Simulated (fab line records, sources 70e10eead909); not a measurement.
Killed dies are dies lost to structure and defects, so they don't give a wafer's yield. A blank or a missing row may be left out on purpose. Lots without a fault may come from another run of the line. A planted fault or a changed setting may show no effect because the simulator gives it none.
Which tool did it? | flow nand_harc | 7 lots, 21 wafers sampled, at 2 steps of a route of 1302

WHAT THE GAUGES READ, wafer by wafer
NHARC_A_ONON_D2_THK_MEAS_27: measures by ellipsometry.
lot  | measured     | on            | thk_nm (nm)
L527 | day 13 12:10 | film_metro-01 | 999 1000 1000
L529 | day 14 18:05 | film_metro-01 | 991 989 990
L538 | day 17 17:56 | film_metro-01 | 330 330 331
L543 | day 20 11:16 | film_metro-02 | 999 997 1001
L544 | day 20 11:24 | film_metro-02 | 990 989 990
L546 | day 21 17:34 | film_metro-02 | 979 978 981
L549 | day 22 13:57 | film_metro-01 | 1006 1005 1005

WHICH TOOL RAN EACH LOT (tool, then ch and the chambers of the sampled wafers, then the start)
lot  | NHARC_A_ONON_D2_DEP_25
L527 | pecvd_onon-02 ch 0, day 13 11:43
L529 | pecvd_onon-01 ch 0, day 14 17:38
L538 | pecvd_onon-04 ch 0, day 17 17:25
L543 | pecvd_onon-02 ch 0, day 20 10:46
L544 | pecvd_onon-01 ch 0, day 20 11:04
L546 | pecvd_onon-01 ch 0, day 21 17:04
L549 | pecvd_onon-01 ch 0, day 22 13:26
- NHARC_A_ONON_D2_DEP_25: target thk 1000 nm.

THE ANSWER, worked out from the rows above alone
Rule: what is usual is taken from the lots themselves. Put in order of their means at a reading, lots are off if they are a third of the lots or fewer, leave a main group of 4 or more, and stand apart from it by a gap of 3 or more times the standard deviation of the main group's means; of several such gaps the widest counts. A main group whose means are all the same, to the digits that the tables above print for the reading, isn't used. A lot without any number at a reading at which 4 lots or more have one is off too. The other lots that the step has rows for count as sound.
Off: L538, at NHARC_A_ONON_D2_THK_MEAS_27 (thk_nm). The main group: mean 994 nm, standard deviation 8.5.
A tool fits if, at a process step before that reading, it ran every lot that is off, and no sound lot after the first of them. The gauges at NHARC_A_ONON_D2_THK_MEAS_27 are tried like those tools. One fits: pecvd_onon-04 at NHARC_A_ONON_D2_DEP_25. It ran no sound lot before its first lot that is off in this sample, so the start can't be narrowed down.

WHAT THE SIMULATOR HAD PUT IN
Process parameter drift: pecvd_onon-04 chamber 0, from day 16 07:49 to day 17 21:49, at NHARC_A_ONON_D2_DEP_25. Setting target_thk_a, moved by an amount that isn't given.
Lots struck among those shown: L538. The rule above found the same.
